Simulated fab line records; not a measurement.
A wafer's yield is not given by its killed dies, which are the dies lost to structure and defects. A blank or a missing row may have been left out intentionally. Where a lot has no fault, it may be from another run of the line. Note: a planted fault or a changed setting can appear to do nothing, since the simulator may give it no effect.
Chamber matching | flow nand_harc | NHARC_P_M2_ETCH_35 on rie_diel-08: 4 sister chambers
The step etches the open film in N2/H2, target depth 40 nm, overetch 12 nm, time 43.94 s. 8 wafers are shown with their chamber, then 9 later ones without.

== WAFERS PAIRED WITH THEIR CHAMBERS ==
wafer  | chamber | showerhead_plenum_p_Torr (Torr) | rf_vpp_V (V)
L081.2 | 2       | 2.18                            | 435.2
L082.6 | 2       | 2.18                            | 434.6
L083.3 | 3       | 1.95                            | 429.4
L083.4 | 1       | 2.00                            | 430.6
L083.5 | 0       | 1.98                            | 430.2
L089.3 | 3       | 1.95                            | 427.4
L089.5 | 1       | 2.00                            | 429.7
L089.6 | 0       | 1.97                            | 428.9

== WAFERS WITHOUT THEIR CHAMBER ==
wafer  | showerhead_plenum_p_Torr (Torr) | rf_vpp_V (V)
L090.1 | 1.95                            | 428.0
L090.4 | 2.00                            | 430.0
L090.5 | 1.95                            | 427.3
L097.1 | 1.95                            | 428.4
L097.2 | 2.17                            | 435.6
L097.6 | 2.17                            | 435.2
L095.1 | 2.00                            | 428.5
L095.3 | 2.17                            | 434.1
L095.5 | 1.95                            | 429.1

== CHAMBER TAKEN BY EACH ==
wafer  | from the rows above | in truth
L090.1 | 3                   | 3
L090.4 | 1                   | 1
L090.5 | 3                   | 3
L097.1 | 3                   | 3
L097.2 | 2                   | 2
L097.6 | 2                   | 2
L095.1 | 1                   | 1
L095.3 | 2                   | 2
L095.5 | 3                   | 3
Placed correctly: 9 of 9. Number that these rows cannot place: 0. Wrongly placed: 0.
How it was worked out, from the rows above alone: a wafer's distance from a chamber is the root of the sum, over the readings, of the square of ((its reading less the chamber's mean) divided by the reading's scatter). The wafer belongs to the nearest chamber; if the next one is less than 2 further off, it can't be placed. The mean given for a chamber averages the wafers shown for that chamber. The scatter is the square root of a quotient: the sum, over the shown wafers, of each reading's squared deviation from its chamber's mean, divided by wafers minus chambers.
